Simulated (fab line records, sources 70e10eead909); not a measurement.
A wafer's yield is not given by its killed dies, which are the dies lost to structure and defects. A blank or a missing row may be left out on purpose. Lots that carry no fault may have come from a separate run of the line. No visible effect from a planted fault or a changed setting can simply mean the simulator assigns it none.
Problem report in the 8D (eight disciplines) form, filled by code ; flow nand harc ; the parts of the form that need people (team, actions taken, sign-off) are left out

== 1. PROBLEM STATEMENT ==
At NHARC_A_M1_INSPECT_11, raw defect count averages 395 over 6 wafers from 2 lots, while fault-free wafers read 35, standard deviation 15. Measured from the usual mean, that is +24 standard deviations.
First observed at day 21 18:51: wafer L123.2, on defect inspect-01. The record holds 33 wafers of 11 lots with a number at this step. Rule for "out" (also "out of limits"): further than 4 standard deviations from the usual mean. Any other wafer with a number is counted as sound.

== 2. WHAT IT IS, WHAT IT ISN'T ==
question;is;is not
which readings at this step;raw defect count;-
which lots;L123, L127;L110, L112, L117, L118, L119, L120, L121, L126, L130
which wafers of those lots;all that have a number;-
read on which gauges;defect inspect-01;defect inspect-02
when;from day 21 18:51;"up to then (21 sound wafers); but 6 sound wafers of L126, L130 came after"

== 3. THE SUSPECTS, EACH WITH WHAT RULES IT OUT ==
Counting: a tool stays on the suspect list if, at a process step up to the reading, it processed all lots that are out and no sound lot following the first of them.
- the gauge at NHARC_A_M1_INSPECT_11 has been ruled out. All the wafers that are out were read on defect inspect-01, but those of them that NHARC_END_SORT_01 has rows for are out there too, on other tools.
- pecvd-01 at NHARC_A_M0_PRE_CLEAN_31 (time 12 s): kept. It processed each lot that is out, first L123 at day 21 17:25, and no sound lot thereafter; up to then, the last sound lot it processed was L119 at day 21 01:37.
The count leaves pecvd-01 at NHARC_A_M0_PRE_CLEAN_31.

== 4. THE CAUSE (what the simulator had put in) ==
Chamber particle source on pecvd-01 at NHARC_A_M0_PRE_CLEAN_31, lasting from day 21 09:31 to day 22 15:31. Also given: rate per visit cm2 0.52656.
The count eliminated every tool but this one.

== 5. THE CHAIN OF EFFECTS, in route order ==
Rows list readings where the struck wafers' mean (over those with a number) sits beyond 3 standard deviations from the usual. Only readings for which the record gives a usual standard deviation are gone through. hours: the time from each lot's start at the first step in this table that gives one to its start at this step, as a median over the lots. sigmas: the change in usual standard deviations.
hours;step;reading;usual;on struck wafers;change;sigmas
0;NHARC_A_M1_INSPECT_11;raw defect count;35;395;+360;+24
48;NHARC_END_SORT_01;defect limited yield;95.0 %;85.0;-10.0;-6.2
48;NHARC_END_SORT_01;killed at array;30;98;+68;+6.8
48;NHARC_END_SORT_01;killed dies;34;102;+68;+6.2
48;NHARC_END_SORT_01;sort_bin_2_pct;1.5 %;6.4;+4.9;+7.2
48;NHARC_END_SORT_01;sort_bin_3_pct;0.28 %;2.63;+2.35;+11
48;NHARC_END_SORT_01;sort_bin_4_pct;3.1 %;6.0;+2.9;+3.0
48;NHARC_END_SORT_01;sort n pass;643;575;-68;-6.2
48;NHARC_END_SORT_01;sort rim yield pct;94.6 %;82.7;-11.9;-4.1
48;NHARC_END_SORT_01;sort yield pct;95.0 %;85.0;-10.0;-6.2

== 6. WHAT WOULD HAVE CAUGHT IT SOONER ==
In this record the first reading out of limits at a measuring or inspecting step was taken at day 21 18:51, 9 hours after the fault began at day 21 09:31.
An alarm limit of 4 standard deviations would not have fired on the tool readings at NHARC_A_M0_PRE_CLEAN_31 for which the record gives a usual standard deviation, since none of them was out on any struck wafer.
L127, from the lots that are out (2), started NHARC_A_M0_PRE_CLEAN_31 on pecvd-01 later than day 21 18:51. A tool hold placed at that time would have kept it from harm.
